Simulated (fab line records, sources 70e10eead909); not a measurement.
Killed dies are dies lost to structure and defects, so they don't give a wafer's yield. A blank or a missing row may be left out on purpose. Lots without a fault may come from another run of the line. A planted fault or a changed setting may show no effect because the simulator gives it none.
fab line records | flow nand_harc
record lots=24 wafers=72 last_day=33
route steps=1302 shown A_WL_FILL@982 A_CONTACT@1009
lots that met no fault: from a run of the same line without faults
start_h: hours from the record's first day to the start of the lot's first wafer shown | wait_h: hours since the lot's step before | " the same as in the row above | L1.1+2: a row that stands for several wafers | - no value, or no start given | * or withheld: withheld | < > ~ a bound
route shown NAME@n: a module of which the file shows steps, and the number in the route of the first | usual: mean/standard deviation of fault-free wafers | same: alike in all rows | chamber/n: place in a boat | sites: the reading at each site | _std_site: their standard deviation | _edge_site: outer sites' mean less inner sites' | radius_mm: how far each site lies from the wafer's centre | mask NAME#n: copy n | behind: the tool/chamber that last shaped the wafer | hold: why the lot was held/for how many hours/how that ended | device: the transistor (n, p or np) that didn't switch | end of line: the same wafers' tests at the end of the route | a step without rows: its recipe alone | killed: dies lost to structure and defects at the first sort, not the wafer's yield | map: a wafer's dies, x killed, . not, _ none there
set.NAME: the setting as run; set.NAME@STEP: as run at that earlier step | model.NAME: the simulator's own value behind a step, which no gauge read
steps of the route over a sample of lots; a table a step, a row a wafer
services: from which hour (start_h, from the record's first day; less than 0 if before it) a tool's chamber was out of use, for how many hours, and why
## steps
# step NHARC_A_WL_FILL_INSPECT_15
# usual raw_defect_count=437/110
# columns lot.wafer tool chamber start_h wait_h raw_defect_count
L074.1 defect_inspect-01 - 494.45 0.0 382
L074.5 " - " " 219
L074.6 " - " " 219
L076.1 defect_inspect-02 - 494.47 0.0 552
L076.2 " - " " 469
L076.4 " - " " 441
L075.2 defect_inspect-01 - 503.16 0.0 415
L075.4 " - " " 431
L075.5 " - " " 354
L077.3 defect_inspect-01 - 508.70 0.0 299
L077.4 " - " " 311
L077.5 " - " " 421
L078.1 defect_inspect-01 - 518.92 0.0 654
L078.3 " - " " 526
L078.4 " - " " 551
L079.1 defect_inspect-02 - 535.21 0.0 666
L079.2 " - " " 560
L079.3 " - " " 532
L080.2 defect_inspect-01 - 541.41 0.0 309
L080.3 " - " " 427
L080.5 " - " " 577
L081.3 defect_inspect-02 - 561.44 0.0 613
L081.5 " - " " 491
L081.6 " - " " 512
L083.2 defect_inspect-02 - 577.31 0.0 401
L083.3 " - " " 469
L083.6 " - " " 640
L082.2 defect_inspect-01 - 577.32 0.0 294
L082.4 " - " " 344
L082.5 " - " " 314
L084.3 defect_inspect-01 - 595.07 0.0 410
L084.5 " - " " 509
L084.6 " - " " 624
L086.2 defect_inspect-02 - 595.09 0.0 282
L086.5 " - " " 319
L086.6 " - " " 324
L087.3 defect_inspect-01 - 603.87 0.0 365
L087.5 " - " " 419
L087.6 " - " " 509
L085.3 defect_inspect-02 - 603.88 0.0 450
L085.4 " - " " 492
L085.5 " - " " 270
L088.1 defect_inspect-02 - 627.12 0.0 463
L088.3 " - " " 453
L088.6 " - " " 564
L089.1 defect_inspect-01 - 630.77 0.0 609
L089.4 " - " " 417
L089.5 " - " " 445
L090.2 defect_inspect-01 - 637.57 0.0 358
L090.3 " - " " 347
L090.6 " - " " 584
L091.3 defect_inspect-02 - 660.35 0.0 532
L091.4 " - " " 705
L091.5 " - " " 526
L092.1 defect_inspect-01 - 660.37 0.0 371
L092.2 " - " " 413
L092.5 " - " " 339
L093.1 defect_inspect-01 - 666.94 0.0 431
L093.5 " - " " 537
L093.6 " - " " 508
L094.1 defect_inspect-01 - 674.06 0.0 437
L094.2 " - " " 324
L094.5 " - " " 406
L096.2 defect_inspect-01 - 692.98 0.0 403
L096.3 " - " " 476
L096.4 " - " " 363
L095.2 defect_inspect-01 - 695.37 0.0 502
L095.4 " - " " 375
L095.5 " - " " 424
L097.2 defect_inspect-02 - 711.90 0.0 419
L097.3 " - " " 446
L097.6 " - " " 412
# step NHARC_A_CONTACT_ETCH_115
# recipe source_w=withheld pressure_mtorr=20 bias_v=3000 time_s=190 target_depth_a=18500 ar_flow_sccm=withheld c4f8_flow_sccm=withheld o2_flow_sccm=withheld chemistry=C4F8/O2/Ar
# columns lot.wafer tool chamber start_h wait_h rf_hours_counter_h
L076.1 har_cap_etch-02 1 502.93 0.1 84
L076.2 " 0 " " 84
L076.4 " 0 " " -
L074.1 har_cap_etch-03 0 504.20 0.1 38
L074.5 " 0 " " -
L074.6 " 1 " " -
L075.2 har_cap_etch-02 1 513.25 0.1 87
L075.4 " 0 " " -
L075.5 " 1 " " -
L077.3 har_cap_etch-02 1 517.71 0.1 -
L077.4 " 0 " " -
L077.5 " 0 " " -
L078.1 har_cap_etch-01 0 527.28 0.1 4
L078.3 " 1 " " -
L078.4 " 0 " " -
L079.2 har_cap_etch-03 0 544.06 0.1 49
L079.1 " 1 " " 49
L079.3 " 0 " " -
L080.2 har_cap_etch-01 0 550.12 0.1 9
L080.3 " 1 " " -
L080.5 " 0 " " -
L081.3 har_cap_etch-02 1 575.02 0.1 -
L081.5 " 1 " " -
L081.6 " 0 " " -
L082.2 har_cap_etch-03 1 585.50 0.1 55
L082.4 " 0 " " -
L082.5 " 1 " " -
L083.2 har_cap_etch-02 1 586.25 0.1 102
L083.3 " 0 " " -
L083.6 " 0 " " -
L084.3 har_cap_etch-01 0 603.43 0.1 -
L084.5 " 0 " " -
L084.6 " 1 " " -
L086.2 har_cap_etch-03 1 604.28 0.1 59
L086.6 " 0 " " -
L086.5 " 1 " " -
L087.3 har_cap_etch-03 1 612.48 0.1 -
L087.6 " 1 " " -
L087.5 " 0 " " -
L085.4 har_cap_etch-02 1 613.65 0.2 -
L085.3 " 0 " " -
L085.5 " 0 " " -
L088.1 har_cap_etch-03 1 635.83 0.1 66
L088.3 " 0 " " -
L088.6 " 1 " " -
L089.1 har_cap_etch-01 0 641.51 0.1 24
L089.4 " 1 " " -
L089.5 " 1 " " -
L090.2 har_cap_etch-02 0 645.80 0.1 114
L090.3 " 1 " " -
L090.6 " 0 " " -
L091.3 har_cap_etch-02 1 668.81 0.1 -
L091.4 " 0 " " -
L091.5 " 1 " " -
L092.1 har_cap_etch-01 0 669.78 0.1 29
L092.2 " 1 " " 29
L092.5 " 1 " " -
L093.1 har_cap_etch-02 0 680.62 0.1 120
L093.5 " 1 " " -
L093.6 " 0 " " -
L094.1 har_cap_etch-03 0 687.13 0.1 75
L094.2 " 1 " " 75
L094.5 " 0 " " -
L096.2 har_cap_etch-02 1 702.87 0.1 125
L096.3 " 0 " " -
L096.4 " 1 " " -
L095.2 har_cap_etch-01 0 705.63 0.1 37
L095.4 " 1 " " -
L095.5 " 0 " " -
L097.2 har_cap_etch-03 1 720.12 0.1 80
L097.3 " 0 " " -
L097.6 " 0 " " -
# step NHARC_A_CONTACT_ETCH_122
# recipe source_w=withheld pressure_mtorr=20 bias_v=3000 time_s=190 target_depth_a=18500 ar_flow_sccm=withheld c4f8_flow_sccm=withheld o2_flow_sccm=withheld chemistry=C4F8/O2/Ar
# columns lot.wafer tool chamber start_h wait_h rf_hours_counter_h
L076.1 har_cap_etch-02 1 504.13 0.1 85
L076.2 " 0 " " 85
L076.4 " 0 " " -
L074.1 har_cap_etch-03 0 505.40 0.1 40
L074.5 " 0 " " -
L074.6 " 1 " " -
L075.2 har_cap_etch-02 1 514.45 0.1 88
L075.4 " 0 " " -
L075.5 " 1 " " -
L077.3 har_cap_etch-02 1 518.91 0.1 -
L077.4 " 0 " " -
L077.5 " 0 " " -
L078.1 har_cap_etch-01 0 528.48 0.1 5
L078.3 " 1 " " -
L078.4 " 0 " " -
L079.2 har_cap_etch-03 0 545.25 0.1 50
L079.1 " 1 " " 50
L079.3 " 0 " " -
L080.2 har_cap_etch-01 0 551.31 0.1 10
L080.3 " 1 " " -
L080.5 " 0 " " -
L081.3 har_cap_etch-02 1 576.21 0.1 -
L081.5 " 1 " " -
L081.6 " 0 " " -
L082.2 har_cap_etch-03 1 586.69 0.1 56
L082.4 " 0 " " -
L082.5 " 1 " " -
L083.2 har_cap_etch-02 1 587.45 0.1 103
L083.3 " 0 " " -
L083.6 " 0 " " -
L084.3 har_cap_etch-01 0 604.63 0.1 -
L084.5 " 0 " " -
L084.6 " 1 " " -
L086.2 har_cap_etch-03 1 605.47 0.1 60
L086.6 " 0 " " -
L086.5 " 1 " " -
L087.3 har_cap_etch-03 1 613.68 0.1 -
L087.6 " 1 " " -
L087.5 " 0 " " -
L085.4 har_cap_etch-02 1 615.26 0.2 -
L085.3 " 0 " " -
L085.5 " 0 " " -
L088.1 har_cap_etch-03 1 637.03 0.1 67
L088.3 " 0 " " -
L088.6 " 1 " " -
L089.1 har_cap_etch-01 0 642.70 0.1 25
L089.4 " 1 " " -
L089.5 " 1 " " -
L090.2 har_cap_etch-02 0 647.00 0.1 115
L090.3 " 1 " " -
L090.6 " 0 " " -
L091.3 har_cap_etch-02 1 669.99 0.1 -
L091.4 " 0 " " -
L091.5 " 1 " " -
L092.1 har_cap_etch-01 0 670.98 0.1 30
L092.2 " 1 " " 30
L092.5 " 1 " " -
L093.1 har_cap_etch-02 0 681.81 0.1 121
L093.5 " 1 " " -
L093.6 " 0 " " -
L094.1 har_cap_etch-03 0 688.33 0.1 76
L094.2 " 1 " " 76
L094.5 " 0 " " -
L096.2 har_cap_etch-02 1 704.07 0.1 126
L096.3 " 0 " " -
L096.4 " 1 " " -
L095.2 har_cap_etch-01 0 706.82 0.1 38
L095.4 " 1 " " -
L095.5 " 0 " " -
L097.2 har_cap_etch-03 1 721.32 0.1 81
L097.3 " 0 " " -
L097.6 " 0 " " -
# step NHARC_A_CONTACT_ETCH_90
# recipe target_depth_a=400 over_etch_frac=0.5 time_s=85.7 ion_energy_ev=120 ch3f_flow_sccm=50 o2_flow_sccm=30 ar_flow_sccm=200 rf_w=500 bias_w=100 chemistry=CH3F/O2
# usual drypump_motor_current_A=5.6/0.34 oes_product_au=0.95/0.037 rf_fwd_power_W=496.3/1.8 rf_vpp_V=244.5/1.7 showerhead_plenum_p_Torr=2.46/0.099 throttle_valve_pct=20.663/0.0094
# columns lot.wafer tool chamber start_h wait_h drypump_motor_current_A oes_product_au rf_fwd_power_W rf_hours_counter_h rf_vpp_V showerhead_plenum_p_Torr throttle_valve_pct
L076.4 rie_diel-04 0 505.27 0.6 5.1 1.01 495.5 19 244.4 2.38 20.656
L076.2 " 2 " " 5.7 1.00 493.8 18 245.1 2.58 20.659
L076.1 " 3 " " 5.8 1.00 494.3 19 243.3 2.41 20.660
L074.1 rie_diel-04 1 506.56 0.9 5.6 0.92 498.7 18 243.2 2.36 20.661
L074.6 " 0 " " 5.1 0.92 496.7 - 244.1 2.38 20.666
L074.5 " 1 " " 5.6 0.91 494.9 - 241.0 2.36 20.648
L075.2 rie_diel-01 0 515.56 0.8 5.4 0.93 493.9 41 245.7 2.62 20.666
L075.4 " 2 " " 5.5 0.92 497.1 43 244.8 2.42 20.679
L075.5 " 0 " " 5.4 0.92 493.4 - 246.3 2.62 20.655
L077.3 rie_diel-06 2 520.03 0.7 6.3 0.99 498.1 6 243.8 2.46 20.669
L077.4 " 3 " " 5.3 1.00 497.9 7 244.8 2.44 20.668
L077.5 " 1 " " 5.6 1.00 495.0 - 248.6 2.66 20.641
L078.3 rie_diel-06 1 529.62 0.7 5.6 0.99 494.5 13 247.4 2.65 20.653
L078.1 " 2 " " 6.3 0.99 494.9 10 244.0 2.46 20.655
L078.4 " 3 " " 5.3 0.99 496.8 10 243.3 2.44 20.663
L079.1 rie_diel-04 1 546.40 0.8 5.7 0.92 498.3 2 244.3 2.36 20.664
L079.2 " 3 " " 5.8 0.92 499.0 2 243.4 2.41 20.657
L079.3 " 0 " " 5.1 0.92 497.2 2 242.6 2.38 20.664
L080.3 rie_diel-04 1 552.45 0.6 5.6 0.97 494.6 3 242.2 2.36 20.662
L080.2 " 3 " " 5.8 0.95 498.6 4 244.3 2.41 20.675
L080.5 " 2 " " 5.7 0.95 496.6 - 245.9 2.58 20.674
L081.3 rie_diel-04 1 577.35 0.8 5.6 0.92 497.5 5 243.0 2.35 20.664
L081.5 " 2 " " 5.7 0.91 494.7 - 246.2 2.58 20.660
L081.6 " 3 " " 5.8 0.93 497.0 - 244.4 2.41 20.660
L082.2 rie_diel-01 0 587.85 0.9 5.4 1.00 493.7 7 245.2 2.61 20.662
L082.4 " 2 " " 5.5 0.99 498.7 10 242.8 2.41 20.666
L082.5 " 3 " " 6.1 1.00 497.9 - 246.1 2.59 20.663
L083.3 rie_diel-01 0 588.61 0.6 5.4 1.01 495.9 7 246.1 2.61 20.666
L083.2 " 2 " " 5.5 1.00 495.0 10 242.9 2.41 20.671
L083.6 " 0 " " 5.4 1.00 496.7 - 246.8 2.61 20.658
L084.3 rie_diel-01 0 605.76 0.8 5.4 1.00 494.4 13 245.8 2.61 20.650
L084.6 " 1 " " 6.0 0.98 496.9 - 244.6 2.46 20.657
L084.5 " 2 " " 5.5 0.98 498.2 - 243.5 2.40 20.667
L086.2 rie_diel-01 0 606.65 0.9 5.4 0.99 495.2 13 246.3 2.61 20.656
L086.6 " 1 " " 6.0 1.00 496.9 - 244.6 2.46 20.666
L086.5 " 2 " " 5.5 0.99 495.7 - 244.2 2.40 20.659
L087.3 rie_diel-01 3 614.82 0.8 6.1 1.00 495.1 16 245.7 2.58 20.684
L087.5 " 0 " " 5.4 1.00 495.1 - 246.0 2.60 20.651
L087.6 " 1 " " 6.0 0.98 495.0 - 244.3 2.46 20.650
L085.3 rie_diel-01 1 616.58 0.7 6.0 0.93 494.6 21 247.2 2.46 20.665
L085.4 " 3 " " 6.1 0.94 497.7 16 248.6 2.58 20.662
L085.5 " 1 " " 6.0 0.93 494.9 - 244.6 2.46 20.670
L088.1 rie_diel-04 0 638.19 0.9 5.1 1.01 497.2 19 241.9 2.37 20.643
L088.3 " 2 " " 5.7 0.99 496.0 13 247.0 2.57 20.671
L088.6 " 0 " " 5.1 1.01 497.7 - 243.0 2.37 20.670
L089.4 rie_diel-01 3 643.87 0.6 6.1 0.92 497.1 25 246.8 2.58 20.659
L089.1 " 1 " " 6.0 0.92 498.0 29 244.4 2.45 20.661
L089.5 " 3 " " 6.1 0.92 497.2 - 245.5 2.58 20.648
L090.3 rie_diel-04 0 648.15 0.6 5.1 0.93 496.8 20 244.0 2.37 20.664
L090.2 " 1 " " 5.6 0.92 497.5 18 241.8 2.35 20.658
L090.6 " 0 " " 5.1 0.92 493.6 - 243.6 2.37 20.661
L091.3 rie_diel-04 0 671.11 0.7 5.1 0.95 495.7 23 242.3 2.37 20.680
L091.4 " 2 " " 5.7 0.93 497.4 17 246.1 2.57 20.637
L091.5 " 3 " " 5.8 0.94 497.4 - 244.9 2.40 20.677
L092.2 rie_diel-01 3 672.16 0.8 6.1 0.92 497.0 33 245.7 2.58 20.679
L092.1 " 0 " " 5.4 0.92 492.6 37 246.3 2.60 20.662
L092.5 " 1 " " 6.0 0.92 496.2 - 243.5 2.45 20.658
L093.1 rie_diel-06 3 682.94 0.8 5.3 0.92 496.0 4 243.2 2.42 20.661
L093.5 " 2 " " 6.3 0.90 496.2 - 243.8 2.44 20.680
L093.6 " 3 " " 5.3 0.93 495.4 - 243.3 2.42 20.657
L094.2 rie_diel-01 0 689.47 0.8 5.4 0.91 491.7 42 246.8 2.59 20.673
L094.1 " 1 " " 6.0 0.91 494.3 47 243.6 2.44 20.670
L094.5 " 0 " " 5.4 0.92 495.1 - 246.6 2.59 20.663
L096.2 rie_diel-04 0 705.19 0.8 5.1 0.92 500.0 31 244.2 2.37 20.672
L096.4 " 1 " " 5.6 0.92 494.4 29 241.3 2.35 20.677
L096.3 " 3 " " 5.8 0.93 497.2 30 244.5 2.40 20.667
L095.4 rie_diel-01 2 707.94 0.7 5.5 0.92 497.7 48 243.6 2.39 20.658
L095.2 " 1 " " 6.0 0.89 492.9 50 244.8 2.44 20.649
L095.5 " 2 " " 5.5 0.91 497.8 - 243.8 2.39 20.666
L097.3 rie_diel-06 3 722.44 0.7 5.3 0.96 496.2 17 243.0 2.41 20.655
L097.2 " 0 " " 5.3 0.98 500.4 17 242.4 2.32 20.660
L097.6 " 0 " " 5.3 0.97 497.8 - 241.7 2.32 20.662
# step NHARC_A_CONTACT_ETCH_102
# recipe target_depth_a=1000 overetch_a=100 time_s=55 ion_energy_ev=100 cf4_flow_sccm=80 o2_flow_sccm=20 ar_flow_sccm=0 rf_w=300 bias_w=100 chemistry=CF4/O2
# usual drypump_motor_current_A=5.6/0.34 oes_product_au=0.996/0.0089 rf_fwd_power_W=296.8/1.2 rf_vpp_V=197.8/1.4 showerhead_plenum_p_Torr=1.33/0.054 throttle_valve_pct=13.398/0.0098
# columns lot.wafer tool chamber start_h wait_h drypump_motor_current_A oes_product_au rf_fwd_power_W rf_hours_counter_h rf_vpp_V showerhead_plenum_p_Torr throttle_valve_pct
L076.4 rie_diel-04 2 505.79 0.1 5.7 1.008 296.7 19 199.3 1.40 13.387
L076.2 " 0 " " 5.1 1.005 296.4 19 197.3 1.29 13.412
L076.1 " 1 " " 5.6 0.988 297.6 18 195.7 1.28 13.400
L074.1 rie_diel-04 3 507.05 0.1 5.8 1.004 296.6 20 196.7 1.31 13.394
L074.6 " 3 " " 5.8 0.998 297.1 - 198.0 1.31 13.403
L074.5 " 0 " " 5.1 1.015 297.7 - 197.1 1.29 13.382
L075.2 rie_diel-06 2 516.08 0.1 6.3 1.003 296.4 5 197.4 1.34 13.409
L075.4 " 0 " " 5.2 1.015 297.4 6 197.4 1.28 13.403
L075.5 " 2 " " 6.2 0.994 297.2 - 196.3 1.34 13.406
L077.4 rie_diel-06 3 520.51 0.1 5.3 1.001 297.7 7 196.8 1.32 13.396
L077.3 " 0 " " 5.3 1.015 297.5 8 196.0 1.28 13.401
L077.5 " 0 " " 5.2 1.018 297.9 - 197.0 1.28 13.380
L078.4 rie_diel-06 2 530.11 0.1 6.3 0.995 296.8 10 196.5 1.33 13.393
L078.1 " 3 " " 5.3 0.994 295.6 10 198.1 1.32 13.388
L078.3 " 1 " " 5.6 0.996 295.2 13 200.0 1.44 13.400
L079.2 rie_diel-04 0 547.19 0.1 5.1 0.986 298.2 2 196.7 1.29 13.413
L079.3 " 1 " " 5.6 0.989 295.5 2 197.2 1.28 13.400
L079.1 " 3 " " 5.8 0.997 298.5 2 197.5 1.31 13.401
L080.2 rie_diel-01 3 553.27 0.1 6.1 0.975 297.0 57 200.8 1.41 13.414
L080.3 " 2 " " 5.5 0.983 298.3 60 197.9 1.31 13.386
L080.5 " 3 " " 6.1 0.992 296.8 - 198.4 1.41 13.416
L081.3 rie_diel-04 1 577.82 0.1 5.6 1.003 295.5 5 195.8 1.28 13.400
L081.6 " 0 " " 5.0 0.995 295.3 - 196.0 1.29 13.411
L081.5 " 1 " " 5.6 1.006 296.1 - 196.9 1.28 13.400
L082.4 rie_diel-04 1 588.36 0.1 5.6 0.988 297.5 8 197.5 1.28 13.372
L082.2 " 3 " " 5.8 1.006 296.8 8 198.2 1.31 13.397
L082.5 " 0 " " 5.1 0.995 298.0 - 196.9 1.29 13.395
L083.2 rie_diel-04 0 589.14 0.1 5.1 0.998 298.5 9 197.2 1.29 13.392
L083.3 " 1 " " 5.6 0.997 297.6 8 197.8 1.28 13.389
L083.6 " 3 " " 5.8 1.011 296.4 - 197.2 1.31 13.382
L084.3 rie_diel-06 1 606.25 0.1 5.6 0.992 292.5 39 198.8 1.44 13.413
L084.6 " 0 " " 5.2 1.007 297.9 - 195.7 1.27 13.411
L084.5 " 1 " " 5.6 0.983 293.7 - 201.5 1.44 13.399
L086.2 rie_diel-01 2 607.13 0.1 5.5 1.002 297.3 16 195.3 1.31 13.400
L086.6 " 3 " " 6.1 0.988 295.2 - 198.3 1.40 13.410
L086.5 " 0 " " 5.4 0.983 294.5 - 200.4 1.42 13.390
L087.3 rie_diel-01 0 615.28 0.1 5.4 1.006 295.3 18 200.8 1.41 13.396
L087.6 " 0 " " 5.4 0.994 296.4 - 200.9 1.42 13.387
L087.5 " 1 " " 6.0 0.987 297.3 - 198.5 1.33 13.393
L085.4 rie_diel-04 1 617.08 0.1 5.6 0.996 296.8 14 195.9 1.28 13.405
L085.3 " 2 " " 5.7 0.998 296.9 11 199.1 1.40 13.407
L085.5 " 1 " " 5.6 0.990 294.7 - 195.8 1.28 13.392
L088.3 rie_diel-01 2 638.70 0.0 5.5 0.973 297.8 26 196.4 1.30 13.406
L088.1 " 0 " " 5.4 0.992 295.7 23 198.6 1.41 13.398
L088.6 " 2 " " 5.5 0.982 297.7 - 197.7 1.30 13.404
L089.4 rie_diel-01 2 644.37 0.1 5.5 0.993 296.0 28 196.9 1.30 13.412
L089.1 " 0 " " 5.4 1.004 293.5 27 200.8 1.41 13.397
L089.5 " 2 " " 5.5 0.995 297.5 - 197.0 1.30 13.404
L090.2 rie_diel-01 3 648.66 0.0 6.1 1.000 297.9 26 198.9 1.40 13.396
L090.3 " 0 " " 5.4 0.997 296.0 28 199.6 1.41 13.392
L090.6 " 3 " " 6.1 0.996 298.8 - 200.1 1.40 13.388
L091.4 rie_diel-06 2 671.64 0.1 6.3 0.990 297.1 0 197.1 1.32 13.407
L091.3 " 3 " " 5.3 0.995 296.9 0 196.9 1.31 13.398
L091.5 " 1 " " 5.6 0.994 294.4 - 198.3 1.43 13.394
L092.2 rie_diel-04 0 672.65 0.1 5.1 1.001 296.8 23 197.9 1.29 13.400
L092.1 " 2 " " 5.7 0.991 295.3 17 200.0 1.40 13.408
L092.5 " 3 " " 5.8 1.003 296.2 - 197.4 1.30 13.382
L093.1 rie_diel-06 0 683.44 0.1 5.3 0.999 298.1 4 196.7 1.26 13.381
L093.6 " 3 " " 5.3 0.997 296.6 - 197.6 1.31 13.405
L093.5 " 0 " " 5.2 1.003 297.8 - 196.8 1.26 13.403
L094.2 rie_diel-01 1 689.98 0.0 6.0 0.983 296.3 47 197.1 1.33 13.389
L094.1 " 3 " " 6.1 0.997 297.5 39 199.4 1.40 13.396
L094.5 " 1 " " 6.0 0.980 297.1 - 198.4 1.33 13.398
L096.4 rie_diel-04 1 705.70 0.1 5.6 1.001 296.6 29 196.6 1.27 13.383
L096.3 " 2 " " 5.7 1.004 297.7 24 198.1 1.39 13.413
L096.2 " 0 " " 5.1 1.003 298.0 31 196.4 1.28 13.374
L095.2 rie_diel-04 0 708.45 0.0 5.1 1.012 297.2 31 196.0 1.29 13.401
L095.4 " 1 " " 5.6 1.007 297.6 29 196.4 1.27 13.388
L095.5 " 0 " " 5.1 0.996 298.0 - 196.6 1.29 13.414
L097.2 rie_diel-01 1 722.95 0.1 6.0 0.982 296.3 55 197.4 1.33 13.397
L097.3 " 0 " " 5.4 0.990 295.5 51 199.2 1.41 13.402
L097.6 " 1 " " 6.0 0.987 296.3 - 197.6 1.33 13.414
# step NHARC_A_CONTACT_STRIP_55
# recipe o2_flow_sccm=500 ar_flow_sccm=0 bias_w=0 chemistry=O2
# usual drypump_motor_current_A=5.6/0.35 oes_product_au=0.997/0.0089 rf_vpp_V=57.7/0.91 showerhead_plenum_p_Torr=3.53/0.14 throttle_valve_pct=17.035/0.0091
# columns lot.wafer tool chamber start_h wait_h drypump_motor_current_A oes_product_au rf_hours_counter_h rf_vpp_V showerhead_plenum_p_Torr throttle_valve_pct
L076.2 rie_diel-04 1 - - 5.6 0.998 18 58.5 3.39 17.041
L076.1 " 2 " " 5.7 1.011 19 57.9 3.69 17.027
L076.4 " 3 " " 5.8 1.003 19 56.7 3.46 17.022
L074.1 rie_diel-04 3 - - 5.8 1.005 20 56.2 3.46 17.031
L074.6 " 1 " " 5.7 1.000 - 56.7 3.39 17.048
L074.5 " 2 " " 5.7 1.020 - 58.3 3.70 17.028
L075.4 rie_diel-06 0 - - 5.3 1.009 7 58.9 3.38 17.044
L075.2 " 1 " " 5.6 0.997 6 57.9 3.81 17.023
L075.5 " 2 " " 6.3 0.987 - 57.8 3.53 17.039
L077.3 rie_diel-06 2 - - 6.2 0.998 6 58.8 3.53 17.044
L077.4 " 1 " " 5.6 0.995 7 58.5 3.80 17.040
L077.5 " 3 " " 5.3 1.000 - 57.6 3.50 17.024
L078.3 rie_diel-06 1 - - 5.6 0.999 13 57.4 3.80 17.038
L078.4 " 2 " " 6.3 0.989 10 57.1 3.53 17.056
L078.1 " 0 " " 5.3 1.014 13 56.9 3.38 17.038
L079.1 rie_diel-04 1 - - 5.6 0.995 2 57.3 3.39 17.036
L079.2 " 3 " " 5.8 0.999 2 57.8 3.46 17.031
L079.3 " 0 " " 5.1 0.997 2 57.2 3.42 17.043
L080.3 rie_diel-01 2 - - 5.5 0.991 60 58.8 3.46 17.041
L080.2 " 3 " " 6.1 0.986 57 58.2 3.71 17.033
L080.5 " 2 " " 5.5 0.996 - 57.5 3.46 17.044
L081.3 rie_diel-04 1 - - 5.6 0.988 6 56.7 3.38 17.043
L081.5 " 0 " " 5.1 0.990 - 58.5 3.42 17.048
L081.6 " 1 " " 5.6 1.001 - 57.0 3.38 17.032
L082.4 rie_diel-04 1 - - 5.7 1.005 8 57.6 3.38 17.032
L082.2 " 2 " " 5.7 0.999 4 57.0 3.69 17.033
L082.5 " 0 " " 5.1 1.006 - 56.8 3.41 17.029
L083.3 rie_diel-04 0 - - 5.1 0.996 9 57.7 3.41 17.039
L083.2 " 3 " " 5.8 1.007 9 57.7 3.45 17.030
L083.6 " 0 " " 5.1 0.998 - 57.9 3.41 17.029
L084.3 rie_diel-06 1 - - 5.6 0.989 39 58.7 3.79 17.034
L084.5 " 0 " " 5.3 1.019 - 55.9 3.36 17.050
L084.6 " 1 " " 5.6 0.991 - 58.3 3.79 17.026
L086.2 rie_diel-01 0 - - 5.4 0.996 13 58.0 3.73 17.026
L086.6 " 3 " " 6.1 1.001 - 58.7 3.70 17.023
L086.5 " 0 " " 5.4 0.998 - 57.7 3.73 17.022
L087.3 rie_diel-01 3 - - 6.1 0.999 16 58.0 3.70 17.042
L087.5 " 3 " " 6.1 0.997 - 57.4 3.70 17.043
L087.6 " 0 " " 5.4 1.010 - 59.1 3.73 17.040
L085.4 rie_diel-04 0 - - 5.1 1.009 16 58.5 3.41 17.030
L085.3 " 1 " " 5.6 0.999 14 57.3 3.38 17.029
L085.5 " 2 " " 5.7 0.993 - 57.5 3.69 17.020
L088.1 rie_diel-01 2 - - 5.5 0.980 26 58.7 3.45 17.028
L088.3 " 3 " " 6.1 0.995 22 57.7 3.70 17.034
L088.6 " 2 " " 5.5 0.976 - 55.5 3.45 17.041
L089.1 rie_diel-01 2 - - 5.5 0.990 28 57.9 3.45 17.026
L089.4 " 3 " " 6.1 1.012 26 59.0 3.70 17.034
L089.5 " 0 " " 5.4 1.005 - 57.2 3.73 17.048
L090.2 rie_diel-01 0 - - 5.4 0.998 28 59.0 3.72 17.031
L090.3 " 1 " " 6.0 0.994 30 60.2 3.52 17.041
L090.6 " 1 " " 6.0 0.988 - 58.2 3.52 17.037
L091.4 rie_diel-06 3 - - 5.3 1.004 0 58.9 3.47 17.025
L091.3 " 0 " " 5.3 1.007 0 57.0 3.35 17.020
L091.5 " 3 " " 5.3 1.005 - 57.6 3.47 17.030
L092.1 rie_diel-04 1 - - 5.6 1.000 22 56.8 3.38 17.046
L092.2 " 2 " " 5.7 0.996 17 59.1 3.68 17.044
L092.5 " 0 " " 5.1 0.993 - 58.7 3.41 17.054
L093.1 rie_diel-06 2 - - 6.3 0.999 5 58.5 3.50 17.035
L093.6 " 1 " " 5.6 1.007 - 58.2 3.77 17.039
L093.5 " 2 " " 6.2 0.991 - 56.9 3.50 17.035
L094.1 rie_diel-01 2 - - 5.5 0.981 45 57.3 3.44 17.045
L094.2 " 3 " " 6.1 0.993 39 57.9 3.69 17.037
L094.5 " 3 " " 6.1 0.989 - 57.6 3.69 17.042
L096.2 rie_diel-04 1 - - 5.6 1.005 29 57.8 3.37 17.025
L096.4 " 2 " " 5.7 0.993 24 57.6 3.68 17.027
L096.3 " 3 " " 5.8 0.999 30 57.4 3.44 17.044
L095.4 rie_diel-04 1 - - 5.6 0.994 29 58.2 3.37 17.043
L095.2 " 0 " " 5.1 1.013 31 59.8 3.40 17.031
L095.5 " 1 " " 5.6 0.995 - 56.7 3.37 17.028
L097.2 rie_diel-01 1 - - 6.0 0.975 55 57.3 3.51 17.025
L097.3 " 0 " " 5.4 0.990 51 57.8 3.71 17.038
L097.6 " 2 " " 5.5 0.981 - 58.1 3.43 17.041
## services
# columns tool chamber start_h hours kind
rie_diel-06 - 484.70 9.0 pm
rie_diel-04 0 486.46 - clean
rie_diel-04 1 486.46 - clean
rie_diel-04 2 486.46 - clean
rie_diel-04 3 486.46 - clean
har_cap_etch-01 - 497.00 17.0 pm
har_cap_etch-03 - 508.19 0.8 repair
rie_diel-04 0 510.96 - clean
rie_diel-04 1 510.96 - clean
rie_diel-04 2 510.96 - clean
rie_diel-04 3 510.96 - clean
rie_diel-04 - 531.96 9.0 pm
rie_diel-04 2 553.89 3.6 repair
rie_diel-04 2 557.75 13.7 repair
rie_diel-01 - 557.82 9.0 pm
rie_diel-04 1 565.42 2.6 repair
rie_diel-06 - 588.48 2.4 repair
rie_diel-04 1 591.59 3.2 repair
rie_diel-01 0 636.26 1.2 repair
rie_diel-06 1 641.37 7.3 repair
rie_diel-06 - 661.70 9.0 pm
rie_diel-01 3 664.64 4.5 repair
rie_diel-04 - 708.96 9.0 pm
har_cap_etch-02 - 710.27 0.4 repair
## key
fault none
